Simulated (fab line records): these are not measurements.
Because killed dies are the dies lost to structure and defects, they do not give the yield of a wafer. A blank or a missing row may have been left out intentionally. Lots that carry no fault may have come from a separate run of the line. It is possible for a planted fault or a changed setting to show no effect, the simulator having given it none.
Which tool was responsible? ; flow nand_harc ; Sampling: 13 lots, 39 wafers, 5 of 1159 route steps

== WHAT THE GAUGES READ, wafer by wafer ==
NHARC_END_SORT_01.
lot;measured;on;killed_at_array;killed_at_other;killed_at_periphery;killed_dies;killed_open;killed_short
L724;day 19 16:29;prober-01;22 20 24;0 0 0;2 6 3;24 26 27;2 4 3;4 1 3
L727;day 21 00:59;prober-02;27 25 34;0 0 0;3 1 1;30 26 35;2 4 2;1 2 1
L734;day 22 14:59;prober-01;35 40 38;0 1 0;5 0 1;40 41 39;3 5 2;1 0 1
L738;day 23 02:31;prober-02;76 103 71;0 0 0;1 5 2;77 108 73;3 4 3;1 3 1
L740;day 23 17:43;prober-02;116 114 116;0 2 1;2 5 5;118 121 122;3 6 2;3 4 2
L743;day 24 12:30;prober-02;64 50 50;3 1 0;2 5 4;69 56 54;3 4 5;2 1 2
L746;day 25 05:56;prober-01;28 33 24;0 2 2;3 6 7;31 41 33;5 5 2;5 4 2

== WHICH TOOL RAN EACH LOT (tool, then ch and the chambers of the sampled wafers, then the start) ==
lot;NHARC_A_CONTACT_STRIP_26;NHARC_THIN_TSV_PRE_CLEAN_50;NHARC_THIN_TSV_DEGAS_53;NHARC_THIN_TSV_STRIP_56
L724;rie_diel-11 ch 0,3, day 17 07:44;pvd_sputter-02, day 19 04:39 or earlier;pvd_sputter-03, day 19 04:39;plasma_asher-02 ch 0,1, day 19 06:47
L726;rie_diel-01 ch 1,2,3, day 17 11:34;pvd_sputter-02, day 19 06:55 or earlier;pvd_sputter-01, day 19 06:55;plasma_asher-02 ch 0,1, day 19 08:38
L727;rie_diel-01 ch 2,3, day 18 16:18;pvd_sputter-01, day 20 12:29 or earlier;pvd_sputter-03, day 20 12:29;plasma_asher-02 ch 0,1, day 20 14:24
L728;rie_diel-01 ch 0,1, day 18 19:21;pvd_sputter-01, day 20 13:09 or earlier;pvd_sputter-01, day 20 13:09;plasma_asher-02 ch 0,1, day 20 14:49
L731;rie_diel-11 ch 1,2, day 19 03:20;pvd_sputter-03, day 20 23:17 or earlier;pvd_sputter-02, day 20 23:17;plasma_asher-02 ch 0,1, day 21 01:09
L730;rie_diel-11 ch 1,2,3, day 19 05:38;pvd_sputter-01, day 21 02:34 or earlier;pvd_sputter-02, day 21 02:34;plasma_asher-02 ch 0,1, day 21 04:25
L732;rie_diel-11 ch 0,1,2, day 19 20:38;pvd_sputter-02, day 21 15:32 or earlier;pvd_sputter-01, day 21 15:32;plasma_asher-01 ch 0,1, day 21 17:19
L734;rie_diel-11 ch 0,3, day 20 13:26;pvd_sputter-01, day 22 04:35 or earlier;pvd_sputter-03, day 22 04:35;plasma_asher-02 ch 0,1, day 22 06:13
L738;rie_diel-11 ch 1,3, day 20 20:20;pvd_sputter-03, day 22 17:05 or earlier;pvd_sputter-03, day 22 17:05;plasma_asher-02 ch 0,1, day 22 18:53
L740;rie_diel-11 ch 0,1,2, day 21 02:57;pvd_sputter-03, day 23 04:44 or earlier;pvd_sputter-03, day 23 04:44;plasma_asher-01 ch 0,1, day 23 06:44
L743;rie_diel-01 ch 1,2,3, day 22 06:07;pvd_sputter-02, day 24 00:28 or earlier;pvd_sputter-02, day 24 00:28;plasma_asher-01 ch 0,1, day 24 02:15
L744;rie_diel-09 ch 1,3, day 22 12:28;pvd_sputter-02, day 24 06:49 or earlier;pvd_sputter-02, day 24 06:49;plasma_asher-02 ch 0,1, day 24 08:45
L746;rie_diel-01 ch 1,3, day 23 04:34;pvd_sputter-01, day 24 19:29 or earlier;pvd_sputter-03, day 24 19:29;plasma_asher-02 ch 0,1, day 24 21:20
- NHARC_A_CONTACT_STRIP_26: strips in O2.
- NHARC_THIN_TSV_PRE_CLEAN_50: time 30 s.
- NHARC_THIN_TSV_DEGAS_53: time 60 s.
- NHARC_THIN_TSV_STRIP_56: strips in O2.

== AS READ BY THE TOOLS THEMSELVES (means over the sampled wafers that have a number; for cases with no such wafer, the mark the record gives instead) ==
NHARC_A_CONTACT_STRIP_26.
lot;tool;drypump_motor_current_A (A);mfc_ar_sccm (sccm);oes_product_au (a.u.);rf_vpp_V (V);showerhead_plenum_p_Torr (Torr);throttle_valve_pct (%)
L724;rie_diel-11;5.7;0.017;1.007;57.5;3.38;17.033
L726;rie_diel-01;5.5;0.005;1.011;58.4;3.66;17.044
L727;rie_diel-01;5.5;0.009;0.996;57.3;3.59;17.030
L728;rie_diel-01;5.6;0.000;0.998;57.8;3.67;17.034
L731;rie_diel-11;5.6;0.003;1.021;57.7;3.67;17.044
L730;rie_diel-11;5.6;0.006;1.011;57.8;3.59;17.033
L732;rie_diel-11;5.5;0.010;1.013;57.6;3.53;17.033
L734;rie_diel-11;5.6;0.022;1.008;56.5;3.32;17.025
L738;rie_diel-11;5.4;0.009;1.009;58.3;3.50;17.038
L740;rie_diel-11;5.5;0.010;1.018;57.6;3.52;17.028
L743;rie_diel-01;5.4;0.005;1.000;58.7;3.64;17.038
L744;rie_diel-09;5.9;0.005;1.000;57.2;3.55;17.039
L746;rie_diel-01;5.2;0.003;0.997;58.8;3.64;17.037

NHARC_THIN_TSV_PRE_CLEAN_50.
lot;tool;heater_power_w (W)
L724;pvd_sputter-02;398
L726;pvd_sputter-02;406
L727;pvd_sputter-01;430
L728;pvd_sputter-01;377
L731;pvd_sputter-03;401
L730;pvd_sputter-01;417
L732;pvd_sputter-02;417
L734;pvd_sputter-01;428
L738;pvd_sputter-03;396
L740;pvd_sputter-03;419
L743;pvd_sputter-02;421
L744;pvd_sputter-02;398
L746;pvd_sputter-01;417

NHARC_THIN_TSV_DEGAS_53.
lot;tool;heater_power_w (W)
L724;pvd_sputter-03;474
L726;pvd_sputter-01;462
L727;pvd_sputter-03;457
L728;pvd_sputter-01;494
L731;pvd_sputter-02;446
L730;pvd_sputter-02;480
L732;pvd_sputter-01;506
L734;pvd_sputter-03;453
L738;pvd_sputter-03;480
L740;pvd_sputter-03;469
L743;pvd_sputter-02;459
L744;pvd_sputter-02;475
L746;pvd_sputter-03;451

NHARC_THIN_TSV_STRIP_56.
lot;tool;drypump_motor_current_A (A);heater_power_w (W)
L724;plasma_asher-02;5.59;347
L726;plasma_asher-02;5.61;344
L727;plasma_asher-02;5.45;353
L728;plasma_asher-02;5.44;352
L731;plasma_asher-02;5.59;350
L730;plasma_asher-02;5.58;347
L732;plasma_asher-01;5.62;310
L734;plasma_asher-02;5.45;347
L738;plasma_asher-02;5.46;347
L740;plasma_asher-01;5.62;333
L743;plasma_asher-01;5.62;315
L744;plasma_asher-02;5.44;332
L746;plasma_asher-02;5.61;335

== THE ANSWER, worked out from the rows above alone ==
Rule: the lots themselves supply what counts as usual. The widest of any qualifying gaps counts: lots, ordered by their means at a reading, are off when they make up no more than a third of the lots, leave a main group of 4 or more, and stand apart from it by 3 or more times the standard deviation of that group's means. If all means in a main group match to the digits the tables above print for the reading, that group is not used. Also off: a lot with no number at a reading for which 4 or more lots have one. All remaining lots with rows at the step are treated as sound. Order of review: gauges by route order, followed by the tools' own readings, for which a lot's mean as printed above is used. At the first step where some lot is off, the reading lying furthest off is the one used; lots without a number count as furthest.
None of the lots is off at any reading shown; this tells nothing.

== WHAT THE SIMULATOR HAD PUT IN ==
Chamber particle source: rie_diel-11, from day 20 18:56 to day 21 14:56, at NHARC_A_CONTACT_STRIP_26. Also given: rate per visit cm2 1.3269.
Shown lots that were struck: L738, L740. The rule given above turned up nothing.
